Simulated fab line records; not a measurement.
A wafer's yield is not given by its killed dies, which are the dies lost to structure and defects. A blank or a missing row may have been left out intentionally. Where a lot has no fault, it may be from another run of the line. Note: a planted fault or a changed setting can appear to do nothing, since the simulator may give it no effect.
fab line records + flow nand_harc + part 1 of 2: steps 1 to 39 of 40
record:
- lots: 6
- wafers: 18
- last_day: 24
route steps=1159 shown A_BONDPAD@1073 HYBRID_BOND@1094 THIN_TSV@1101 END@1159
lots that met no fault: taken from a fault-free run of the same line
start_h: hours from the record's opening day to when the first of the lot's shown wafers began + wait_h: hours from the lot's prior step to this one + " the same as in the row above + L1.1+2: a row that stands for several wafers + - no value, or no start was given + * or withheld: withheld + < > ~ a bound
route shown NAME@n: a module of which the file shows steps, and the number in the route of the first + usual: mean/standard deviation taken from wafers without a fault + same: alike in all rows + chamber/n: place in a boat + sites: per-site readings + _std_site: the values' standard deviation + _edge_site: the outer-site mean with the inner-site mean subtracted + radius_mm: for every site, how far away it sits from the centre of the wafer + mask NAME#n: copy n + behind: the most recent tool/chamber to have shaped the wafer + hold: cause of the lot's hold/its duration in hours/its outcome + device: the transistor (n, p or np) that didn't switch + end of line: tests of these same wafers at the route's end + a step with no rows: only its recipe + killed: at the first sort, the dies lost to defects and structure; wafer yield is something else + map: per-die view of a wafer (x killed, . not killed, _ where there is no die)
set.NAME: the setting as run; set.NAME@STEP: as run at that earlier step + model.NAME: the simulator's own value behind a step, which no gauge read
lots at selected steps of the route; one table per step, one row per wafer
services: the hour from which a tool's chamber was out of use, counted from the record's first day as start_h (under 0 if before that day), plus the number of hours and why
== steps ==
step: NHARC_A_BONDPAD_OVL_MEAS_35
usual:
- overlay_x_nm: -1/6
- overlay_y_nm: -2/5.6
| lot.wafer | tool       | chamber | start_h | wait_h | overlay_x_nm | overlay_y_nm |
|-----------|------------|---------|---------|--------|--------------|--------------|
| L334.1    | overlay-01 | -       | 425.54  | -      | -4           | -3           |
| L334.2    | "          | -       | "       | "      | -4           | -3           |
| L334.3    | "          | -       | "       | "      | -5           | -3           |
| L335.2    | overlay-01 | -       | 437.70  | -      | -1           | 6            |
| L335.3    | "          | -       | "       | "      | -2           | 6            |
| L335.4    | "          | -       | "       | "      | -1           | 7            |
| L344.3    | overlay-02 | -       | 475.48  | -      | -3           | -12          |
| L344.5    | "          | -       | "       | "      | -3           | -13          |
| L344.6    | "          | -       | "       | "      | -3           | -12          |
| L343.1    | overlay-01 | -       | 479.20  | -      | 7            | 0            |
| L343.2    | "          | -       | "       | "      | 7            | 0            |
| L343.3    | "          | -       | "       | "      | 7            | 0            |
| L349.1    | overlay-01 | -       | 483.44  | -      | 0            | -5           |
| L349.2    | "          | -       | "       | "      | 0            | -5           |
| L349.3    | "          | -       | "       | "      | 0            | -5           |
| L354.3    | overlay-02 | -       | 536.89  | -      | 9            | -4           |
| L354.5    | "          | -       | "       | "      | 9            | -4           |
| L354.6    | "          | -       | "       | "      | 8            | -5           |
step: NHARC_A_BONDPAD_HARDBAKE_10
recipe:
- temp_c: 118
- time_s: 65
step: NHARC_A_BONDPAD_DESCUM_11
recipe:
- time_s: 3
- o2_flow_sccm: 200
- ar_flow_sccm: 0
- bias_power_w: 0
- chemistry: O2
usual:
- drypump_motor_current_A: 5.7/0.39
- oes_product_au: 0.999/0.0095
- rf_vpp_V: 57.8/0.97
- showerhead_plenum_p_Torr: 1.91/0.08
- throttle_valve_pct: 11.311/0.0083
| lot.wafer | tool        | chamber | start_h | wait_h | drypump_motor_current_A | oes_product_au | rf_hours_counter_h | rf_vpp_V | showerhead_plenum_p_Torr | throttle_valve_pct |
|-----------|-------------|---------|---------|--------|-------------------------|----------------|--------------------|----------|--------------------------|--------------------|
| L334.1    | rie_diel-03 | 1       | 425.66  | -      | 5.1                     | 0.975          | 1                  | 61.4     | 1.97                     | 11.314             |
| L334.2    | "           | 2       | "       | "      | 6.1                     | 1.002          | 1                  | 57.3     | 1.85                     | 11.295             |
| L334.3    | "           | 0       | "       | "      | 5.7                     | 0.986          | 1                  | 56.1     | 1.80                     | 11.324             |
| L335.4    | rie_diel-07 | 0       | 437.84  | -      | 5.6                     | 0.993          | 5                  | 58.8     | 1.95                     | 11.305             |
| L335.3    | "           | 1       | "       | "      | 5.9                     | 1.004          | 5                  | 56.7     | 2.00                     | 11.300             |
| L335.2    | "           | 2       | "       | "      | 6.2                     | 0.998          | 4                  | 58.3     | 1.97                     | 11.310             |
| L344.3    | rie_diel-03 | 2       | 475.61  | -      | 6.1                     | 1.000          | 3                  | 58.8     | 1.85                     | 11.325             |
| L344.5    | "           | 1       | "       | "      | 5.0                     | 0.989          | -                  | 57.4     | 1.97                     | 11.308             |
| L344.6    | "           | 2       | "       | "      | 6.1                     | 1.003          | -                  | 58.1     | 1.85                     | 11.314             |
| L343.3    | rie_diel-03 | 3       | 479.33  | -      | 5.9                     | 0.996          | 4                  | 57.8     | 2.00                     | 11.312             |
| L343.2    | "           | 0       | "       | "      | 5.7                     | 0.998          | 4                  | 57.6     | 1.80                     | 11.317             |
| L343.1    | "           | 1       | "       | "      | 5.1                     | 1.001          | 4                  | 57.9     | 1.97                     | 11.318             |
| L349.2    | rie_diel-03 | 2       | 483.56  | -      | 6.1                     | 1.008          | 4                  | 58.0     | 1.85                     | 11.316             |
| L349.3    | "           | 3       | "       | "      | 5.9                     | 0.985          | 4                  | 57.3     | 2.00                     | 11.321             |
| L349.1    | "           | 0       | "       | "      | 5.7                     | 1.001          | 4                  | 56.9     | 1.80                     | 11.313             |
| L354.3    | rie_diel-07 | 1       | 537.02  | -      | 5.9                     | 1.013          | 24                 | 57.9     | 2.00                     | 11.320             |
| L354.5    | "           | 0       | "       | "      | 5.6                     | 1.010          | -                  | 56.5     | 1.95                     | 11.316             |
| L354.6    | "           | 1       | "       | "      | 5.9                     | 1.016          | -                  | 58.6     | 2.00                     | 11.307             |
step: NHARC_A_BONDPAD_ETCH_34
recipe:
- target_depth_a: 600
- overetch_a: 180
- time_s: 65.91
- ion_energy_ev: 200
- n2_flow_sccm: 150
- h2_flow_sccm: 150
- ar_flow_sccm: 0
- rf_w: 400
- bias_w: 150
- chemistry: N2/H2
usual:
- drypump_motor_current_A: 5.7/0.41
- oes_product_au: 0.998/0.008
- rf_vpp_V: 430.4/2.5
- showerhead_plenum_p_Torr: 2.04/0.087
- throttle_valve_pct: 14.171/0.01
| lot.wafer | tool        | chamber | start_h | wait_h | drypump_motor_current_A | oes_product_au | rf_hours_counter_h | rf_vpp_V | showerhead_plenum_p_Torr | throttle_valve_pct |
|-----------|-------------|---------|---------|--------|-------------------------|----------------|--------------------|----------|--------------------------|--------------------|
| L334.3    | rie_diel-03 | 3       | 425.75  | 0.1    | 5.9                     | 0.996          | 1                  | 433.6    | 2.13                     | 14.171             |
| L334.2    | "           | 1       | "       | "      | 5.0                     | 0.990          | 1                  | 433.3    | 2.10                     | 14.158             |
| L334.1    | "           | 2       | "       | "      | 6.1                     | 1.006          | 1                  | 427.8    | 1.97                     | 14.176             |
| L335.3    | rie_diel-07 | 0       | 437.91  | 0.1    | 5.6                     | 0.993          | 5                  | 431.9    | 2.08                     | 14.185             |
| L335.2    | "           | 2       | "       | "      | 6.2                     | 1.004          | 4                  | 431.9    | 2.10                     | 14.165             |
| L335.4    | "           | 3       | "       | "      | 6.2                     | 1.000          | 4                  | 428.4    | 1.93                     | 14.159             |
| L344.3    | rie_diel-03 | 1       | 475.70  | 0.1    | 5.0                     | 1.001          | 3                  | 432.5    | 2.10                     | 14.148             |
| L344.5    | "           | 0       | "       | "      | 5.7                     | 0.996          | -                  | 425.8    | 1.92                     | 14.154             |
| L344.6    | "           | 1       | "       | "      | 5.0                     | 0.994          | -                  | 431.3    | 2.10                     | 14.179             |
| L343.3    | rie_diel-03 | 3       | 479.50  | 0.2    | 5.9                     | 1.002          | 4                  | 434.0    | 2.13                     | 14.178             |
| L343.1    | "           | 0       | "       | "      | 5.7                     | 1.000          | 4                  | 427.6    | 1.92                     | 14.186             |
| L343.2    | "           | 1       | "       | "      | 5.0                     | 0.998          | 4                  | 431.7    | 2.10                     | 14.169             |
| L349.2    | rie_diel-03 | 3       | 483.65  | 0.1    | 5.9                     | 0.991          | 4                  | 433.5    | 2.13                     | 14.157             |
| L349.3    | "           | 0       | "       | "      | 5.7                     | 0.998          | 4                  | 428.6    | 1.92                     | 14.159             |
| L349.1    | "           | 1       | "       | "      | 5.1                     | 1.006          | 4                  | 430.1    | 2.10                     | 14.159             |
| L354.3    | rie_diel-07 | 0       | 537.11  | 0.1    | 5.7                     | 1.013          | 22                 | 431.5    | 2.08                     | 14.169             |
| L354.5    | "           | 1       | "       | "      | 5.9                     | 1.008          | -                  | 432.1    | 2.13                     | 14.168             |
| L354.6    | "           | 2       | "       | "      | 6.2                     | 0.996          | -                  | 430.5    | 2.10                     | 14.170             |
step: NHARC_A_BONDPAD_ETCH_12
recipe:
- target_depth_a: 2200
- time_s: 110
- chf3_flow_sccm: 50
- o2_flow_sccm: 10
- ar_flow_sccm: 200
- rf_w: 500
- bias_w: 200
- chemistry: CHF3/O2
usual:
- drypump_motor_current_A: 5.7/0.4
- oes_product_au: 0.949/0.021
- rf_vpp_V: 370.5/2.3
- showerhead_plenum_p_Torr: 2.40/0.097
- throttle_valve_pct: 20.573/0.0093
| lot.wafer | tool        | chamber | start_h | wait_h | drypump_motor_current_A | oes_product_au | rf_hours_counter_h | rf_vpp_V | showerhead_plenum_p_Torr | throttle_valve_pct |
|-----------|-------------|---------|---------|--------|-------------------------|----------------|--------------------|----------|--------------------------|--------------------|
| L334.2    | rie_diel-03 | 1       | -       | -      | 5.1                     | 0.919          | 1                  | 372.8    | 2.47                     | 20.559             |
| L334.1    | "           | 2       | "       | "      | 6.1                     | 0.926          | 1                  | 369.0    | 2.32                     | 20.585             |
| L334.3    | "           | 3       | "       | "      | 5.9                     | 0.923          | 1                  | 371.4    | 2.51                     | 20.561             |
| L335.3    | rie_diel-07 | 1       | -       | -      | 5.9                     | 0.979          | 5                  | 374.1    | 2.51                     | 20.560             |
| L335.4    | "           | 2       | "       | "      | 6.2                     | 0.979          | 5                  | 371.5    | 2.47                     | 20.586             |
| L335.2    | "           | 3       | "       | "      | 6.2                     | 0.972          | 5                  | 368.4    | 2.28                     | 20.572             |
| L344.3    | rie_diel-03 | 1       | -       | -      | 5.1                     | 0.926          | 3                  | 373.4    | 2.46                     | 20.583             |
| L344.6    | "           | 0       | "       | "      | 5.7                     | 0.923          | -                  | 366.5    | 2.27                     | 20.569             |
| L344.5    | "           | 1       | "       | "      | 5.1                     | 0.921          | -                  | 370.8    | 2.46                     | 20.570             |
| L343.3    | rie_diel-03 | 0       | -       | -      | 5.7                     | 0.953          | 4                  | 367.5    | 2.27                     | 20.573             |
| L343.2    | "           | 1       | "       | "      | 5.1                     | 0.956          | 4                  | 371.6    | 2.46                     | 20.556             |
| L343.1    | "           | 2       | "       | "      | 6.1                     | 0.953          | 4                  | 369.7    | 2.32                     | 20.561             |
| L349.2    | rie_diel-03 | 3       | -       | -      | 5.9                     | 0.946          | 4                  | 373.0    | 2.50                     | 20.573             |
| L349.1    | "           | 1       | "       | "      | 5.0                     | 0.970          | 4                  | 371.9    | 2.46                     | 20.579             |
| L349.3    | "           | 2       | "       | "      | 6.1                     | 0.959          | 4                  | 369.6    | 2.32                     | 20.574             |
| L354.3    | rie_diel-07 | 3       | -       | -      | 6.2                     | 0.931          | 22                 | 366.9    | 2.27                     | 20.578             |
| L354.5    | "           | 0       | "       | "      | 5.6                     | 0.921          | -                  | 371.3    | 2.44                     | 20.562             |
| L354.6    | "           | 1       | "       | "      | 5.9                     | 0.918          | -                  | 374.1    | 2.50                     | 20.573             |
step: NHARC_A_BONDPAD_CD_MEAS_13
usual:
- cd_nm: 499.5/2.2
| lot.wafer | tool      | chamber | start_h | wait_h | cd_nm |
|-----------|-----------|---------|---------|--------|-------|
| L334.1    | cd_sem-02 | -       | 426.46  | -      | 500.7 |
| L334.2    | "         | -       | "       | "      | 498.1 |
| L334.3    | "         | -       | "       | "      | 497.4 |
| L335.2    | cd_sem-03 | -       | 438.15  | -      | 504.6 |
| L335.3    | "         | -       | "       | "      | 500.2 |
| L335.4    | "         | -       | "       | "      | 501.6 |
| L344.3    | cd_sem-03 | -       | 475.92  | -      | 499.2 |
| L344.5    | "         | -       | "       | "      | 502.1 |
| L344.6    | "         | -       | "       | "      | 498.8 |
| L343.1    | cd_sem-01 | -       | 479.72  | -      | 500.6 |
| L343.2    | "         | -       | "       | "      | 499.4 |
| L343.3    | "         | -       | "       | "      | 498.3 |
| L349.1    | cd_sem-03 | -       | 483.88  | -      | 502.1 |
| L349.2    | "         | -       | "       | "      | 501.7 |
| L349.3    | "         | -       | "       | "      | 503.4 |
| L354.3    | cd_sem-01 | -       | 537.33  | -      | 496.9 |
| L354.5    | "         | -       | "       | "      | 497.1 |
| L354.6    | "         | -       | "       | "      | 501.5 |
step: NHARC_A_BONDPAD_STRIP_15
recipe:
- o2_flow_sccm: 500
- ar_flow_sccm: 0
- bias_w: 0
- chemistry: O2
step: NHARC_A_BONDPAD_ETCH_24
recipe:
- target_depth_a: 300
- over_etch_frac: 0.3
- time_s: 72.99
- ion_energy_ev: 150
- cf4_flow_sccm: 50
- n2_flow_sccm: 100
- ar_flow_sccm: 150
- rf_w: 300
- bias_w: 100
- chemistry: CF4/N2
step: NHARC_A_BONDPAD_STRIP_16
recipe:
- time_s: 600
- temp_c: 30
- chemistry: post_etch_residue_remover
step: NHARC_A_BONDPAD_DEGAS_25
recipe:
- temp_c: 300
- time_s: 60
usual:
- heater_power_w: 462/52
| lot.wafer | tool           | chamber | start_h | wait_h | heater_power_w |
|-----------|----------------|---------|---------|--------|----------------|
| L334.2    | pvd_sputter-03 | -       | 427.22  | -      | 412            |
| L334.3    | "              | -       | "       | "      | 530            |
| L334.1    | "              | -       | "       | "      | 473            |
| L335.2    | pvd_sputter-02 | -       | 438.77  | -      | 562            |
| L335.4    | "              | -       | "       | "      | 504            |
| L335.3    | "              | -       | "       | "      | 452            |
| L344.3    | pvd_sputter-02 | -       | 476.55  | -      | 434            |
| L344.6    | "              | -       | "       | "      | 458            |
| L344.5    | "              | -       | "       | "      | 550            |
| L343.3    | pvd_sputter-02 | -       | 480.35  | -      | 548            |
| L343.2    | "              | -       | "       | "      | 448            |
| L343.1    | "              | -       | "       | "      | 492            |
| L349.1    | pvd_sputter-01 | -       | 484.50  | -      | 457            |
| L349.2    | "              | -       | "       | "      | 375            |
| L349.3    | "              | -       | "       | "      | 420            |
| L354.3    | pvd_sputter-01 | -       | 538.02  | -      | 377            |
| L354.5    | "              | -       | "       | "      | 385            |
| L354.6    | "              | -       | "       | "      | 473            |
step: NHARC_A_BONDPAD_PRE_CLEAN_26
recipe:
- time_s: 30
- temp_c: 280
- gas: H2/He
step: NHARC_A_BONDPAD_PVD_17
recipe:
- target_thk_a: 50
- bias_v: 168.6
- power_w: 15000
- chamber_pressure_pa: 0.12
- time_s: 8.06
- substrate_temp_c: 50
- material: TaN
usual:
- cathode_dc_power_W: 15000/2.9
- throttle_valve_pct: 30.0/0.93
| lot.wafer | tool           | chamber | start_h | wait_h | cathode_dc_power_W | throttle_valve_pct |
|-----------|----------------|---------|---------|--------|--------------------|--------------------|
| L334.1    | pvd_sputter-03 | -       | -       | -      | 15001              | 28.1               |
| L334.3    | "              | -       | "       | "      | 14999              | 30.4               |
| L334.2    | "              | -       | "       | "      | 14997              | 30.2               |
| L335.3    | pvd_sputter-02 | -       | -       | -      | 14999              | 29.0               |
| L335.2    | "              | -       | "       | "      | 15003              | 29.4               |
| L335.4    | "              | -       | "       | "      | 15002              | 30.4               |
| L344.3    | pvd_sputter-02 | -       | -       | -      | 14998              | 29.3               |
| L344.5    | "              | -       | "       | "      | 14996              | 29.0               |
| L344.6    | "              | -       | "       | "      | 14998              | 29.6               |
| L343.3    | pvd_sputter-02 | -       | -       | -      | 15000              | 30.2               |
| L343.1    | "              | -       | "       | "      | 14999              | 30.2               |
| L343.2    | "              | -       | "       | "      | 15000              | 29.5               |
| L349.3    | pvd_sputter-01 | -       | -       | -      | 14996              | 29.8               |
| L349.2    | "              | -       | "       | "      | 15000              | 29.9               |
| L349.1    | "              | -       | "       | "      | 15001              | 32.5               |
| L354.3    | pvd_sputter-01 | -       | -       | -      | 15000              | 27.9               |
| L354.5    | "              | -       | "       | "      | 15002              | 32.2               |
| L354.6    | "              | -       | "       | "      | 15001              | 29.3               |
step: NHARC_A_BONDPAD_PVD_27
recipe:
- target_thk_a: 300
- chamber_pressure_pa: 5
- power_w: 5000
- substrate_temp_c: 30
- time_s: 20.49
- material: Cu
usual:
- cathode_dc_power_W: 5000.0/0.93
- throttle_valve_pct: 30.1/0.97
| lot.wafer | tool           | chamber | start_h | wait_h | cathode_dc_power_W | throttle_valve_pct |
|-----------|----------------|---------|---------|--------|--------------------|--------------------|
| L334.3    | pvd_sputter-03 | -       | 427.44  | -      | 5001.5             | 27.7               |
| L334.2    | "              | -       | "       | "      | 4999.0             | 30.1               |
| L334.1    | "              | -       | "       | "      | 4998.2             | 29.5               |
| L335.3    | pvd_sputter-02 | -       | 438.99  | -      | 5000.4             | 30.4               |
| L335.2    | "              | -       | "       | "      | 4999.6             | 29.4               |
| L335.4    | "              | -       | "       | "      | 4999.6             | 29.4               |
| L344.3    | pvd_sputter-02 | -       | 476.80  | -      | 5001.6             | 30.3               |
| L344.6    | "              | -       | "       | "      | 4999.7             | 30.3               |
| L344.5    | "              | -       | "       | "      | 5000.0             | 29.1               |
| L343.1    | pvd_sputter-02 | -       | 480.57  | -      | 5001.3             | 29.8               |
| L343.2    | "              | -       | "       | "      | 4997.9             | 30.4               |
| L343.3    | "              | -       | "       | "      | 4999.0             | 29.2               |
| L349.1    | pvd_sputter-01 | -       | 484.74  | -      | 5000.7             | 29.8               |
| L349.3    | "              | -       | "       | "      | 4998.1             | 30.5               |
| L349.2    | "              | -       | "       | "      | 4999.0             | 32.7               |
| L354.3    | pvd_sputter-01 | -       | 538.25  | -      | 5000.7             | 30.7               |
| L354.6    | "              | -       | "       | "      | 5000.0             | 29.0               |
| L354.5    | "              | -       | "       | "      | 4998.0             | 28.1               |
step: NHARC_A_BONDPAD_ECD_18
recipe:
- target_thk_a: 4000
- bath_temp_c: 25
- material: Cu
step: NHARC_A_BONDPAD_ANNEAL_28
recipe:
- temp_c: 225
- time_s: 90
step: NHARC_A_BONDPAD_CMP_19
recipe:
- t_overpolish_s: 30
- cu_recess_touch_s: 16
- target_thk_nm: 169.8
step: NHARC_A_BONDPAD_SRD_21
recipe:
- time_s: 30
- temp_c: 23
- dry_time_s: 20
- spin_rpm: 1500
step: NHARC_A_BONDPAD_INSPECT_23
usual:
- raw_defect_count: 483/140
| lot.wafer | tool              | chamber | start_h | wait_h | raw_defect_count |
|-----------|-------------------|---------|---------|--------|------------------|
| L334.1    | defect_inspect-01 | -       | 428.85  | 0.0    | 539              |
| L334.2    | "                 | -       | "       | "      | 329              |
| L334.3    | "                 | -       | "       | "      | 496              |
| L335.2    | defect_inspect-02 | -       | 440.38  | 0.0    | 449              |
| L335.3    | "                 | -       | "       | "      | 399              |
| L335.4    | "                 | -       | "       | "      | 402              |
| L344.3    | defect_inspect-01 | -       | 478.18  | 0.0    | 482              |
| L344.5    | "                 | -       | "       | "      | 343              |
| L344.6    | "                 | -       | "       | "      | 516              |
| L343.1    | defect_inspect-01 | -       | 481.98  | 0.0    | 545              |
| L343.2    | "                 | -       | "       | "      | 707              |
| L343.3    | "                 | -       | "       | "      | 730              |
| L349.1    | defect_inspect-01 | -       | 486.14  | 0.1    | 662              |
| L349.2    | "                 | -       | "       | "      | 527              |
| L349.3    | "                 | -       | "       | "      | 551              |
| L354.3    | defect_inspect-02 | -       | 540.24  | 0.0    | 495              |
| L354.5    | "                 | -       | "       | "      | 437              |
| L354.6    | "                 | -       | "       | "      | 462              |
step: NHARC_HYBRID_BOND_ACTIVATE_00
recipe:
- time_s: 60
- n2_flow_sccm: 200
- ar_flow_sccm: 0
- bias_power_w: 0
- chemistry: N2
step: NHARC_HYBRID_BOND_PRECLEAN_01
recipe:
- time_s: 300
- temp_c: 23
- chemistry: DIW
step: NHARC_HYBRID_BOND_SRD_02
recipe:
- time_s: 30
- temp_c: 23
- dry_time_s: 20
- spin_rpm: 1500
step: NHARC_HYBRID_BOND_BOND_03
recipe:
- temp_c: 25
step: NHARC_HYBRID_BOND_ANNEAL_04
recipe:
- temp_c: 300
- time_s: 7200
- ramp_up_c_per_min: 5
- ramp_down_c_per_min: 3
- idle_temp_c: 100
- pressure_atm: 1
step: NHARC_HYBRID_BOND_OVL_MEAS_05
usual:
- overlay_x_nm: 5/29
- overlay_y_nm: -2/35
| lot.wafer | tool       | chamber | start_h | wait_h | overlay_x_nm | overlay_y_nm |
|-----------|------------|---------|---------|--------|--------------|--------------|
| L334.1    | overlay-01 | -       | 438.75  | 0.4    | 32           | -17          |
| L334.2    | "          | -       | "       | "      | -8           | -64          |
| L334.3    | "          | -       | "       | "      | -16          | -49          |
| L335.2    | overlay-01 | -       | 450.80  | 0.4    | 5            | 54           |
| L335.3    | "          | -       | "       | "      | 29           | 13           |
| L335.4    | "          | -       | "       | "      | -16          | -19          |
| L343.1    | overlay-02 | -       | 489.38  | 0.4    | 29           | -29          |
| L344.5    | overlay-01 | -       | 489.39  | 0.4    | 43           | -71          |
| L344.6    | "          | -       | "       | "      | 17           | 1            |
| L349.1    | overlay-01 | -       | 493.71  | 0.4    | -26          | 9            |
| L349.2    | "          | -       | "       | "      | -3           | 40           |
| L349.3    | "          | -       | "       | "      | 13           | -9           |
| L354.3    | overlay-01 | -       | 550.25  | 0.4    | 14           | 39           |
| L354.5    | "          | -       | "       | "      | -8           | -9           |
| L354.6    | "          | -       | "       | "      | 4            | -27          |
step: NHARC_HYBRID_BOND_INSPECT_06
recipe:
- inspect_instrument: ir_void
usual:
- raw_defect_count: 34/14
| lot.wafer | tool              | chamber | start_h | wait_h | raw_defect_count |
|-----------|-------------------|---------|---------|--------|------------------|
| L334.1    | defect_inspect-02 | -       | 438.80  | 0.0    | 30               |
| L334.2    | "                 | -       | "       | "      | 20               |
| L334.3    | "                 | -       | "       | "      | 19               |
| L335.2    | defect_inspect-02 | -       | 450.85  | 0.1    | 17               |
| L335.3    | "                 | -       | "       | "      | 34               |
| L335.4    | "                 | -       | "       | "      | 21               |
| L343.1    | defect_inspect-01 | -       | 489.43  | 0.0    | 35               |
| L344.5    | defect_inspect-02 | -       | 489.45  | 0.1    | 38               |
| L344.6    | "                 | -       | "       | "      | 31               |
| L349.1    | defect_inspect-01 | -       | 493.76  | 0.0    | 10               |
| L349.2    | "                 | -       | "       | "      | 21               |
| L349.3    | "                 | -       | "       | "      | 19               |
| L354.3    | defect_inspect-02 | -       | 550.31  | 0.1    | 52               |
| L354.5    | "                 | -       | "       | "      | 63               |
| L354.6    | "                 | -       | "       | "      | 52               |
step: NHARC_THIN_TSV_GRIND_00
recipe:
- target_thk_um: 6
step: NHARC_THIN_TSV_CMP_01
recipe:
- target_thk_um: 3
step: NHARC_THIN_TSV_THK_MEAS_02
recipe:
- thk_meas_gauge: ir
usual:
- thk_nm: 2957/230
| lot.wafer | tool          | chamber | start_h | wait_h | thk_nm |
|-----------|---------------|---------|---------|--------|--------|
| L334.1    | film_metro-01 | -       | 440.45  | -      | 2964   |
| L334.2    | "             | -       | "       | "      | 3071   |
| L334.3    | "             | -       | "       | "      | 3021   |
| L335.2    | film_metro-01 | -       | 452.47  | -      | 3454   |
| L335.3    | "             | -       | "       | "      | 3131   |
| L335.4    | "             | -       | "       | "      | 3470   |
| L344.5    | film_metro-02 | -       | 491.08  | 0.1    | 2618   |
| L344.6    | "             | -       | "       | "      | 2811   |
| L343.1    | film_metro-02 | -       | 492.28  | 0.2    | 2601   |
| L349.1    | film_metro-01 | -       | 496.62  | -      | 3129   |
| L349.2    | "             | -       | "       | "      | 3029   |
| L349.3    | "             | -       | "       | "      | 2727   |
| L354.3    | film_metro-01 | -       | 551.93  | -      | 3297   |
| L354.5    | "             | -       | "       | "      | 3084   |
| L354.6    | "             | -       | "       | "      | 3462   |
step: NHARC_THIN_TSV_SRD_03
step: NHARC_THIN_TSV_PRECLEAN_41
recipe:
- time_s: *
- temp_c: 50
- bath_age_min: 0
- chemistry: SC1
step: NHARC_THIN_TSV_SRD_42
step: NHARC_THIN_TSV_DEP_43
recipe:
- target_thk_a: 13285
- temp_c: withheld
- pressure_torr: 6.5
- rf_w: 900
- teos_flow_sccm: 161.4
- flow_sccm: 2650
- target_thk_nm: 1328.5
- gas: O2
- material: SiO2
step: NHARC_THIN_TSV_DEHYDRATE_04
recipe:
- temp_c: 150
- time_s: 120
step: NHARC_THIN_TSV_HMDS_05
recipe:
- time_s: 30
step: NHARC_THIN_TSV_COAT_06
recipe:
- spin_rpm: *
step: NHARC_THIN_TSV_SOFTBAKE_07
recipe:
- temp_c: 122
- time_s: 95
step: NHARC_THIN_TSV_EBR_08
step: NHARC_THIN_TSV_EXPOSE_09
recipe:
- na: 0.55
- dose_mj: 30.7
- mask_id: TSV
step: NHARC_THIN_TSV_PEB_10
recipe:
- peb_temp_c: 118
- peb_time_s: 85
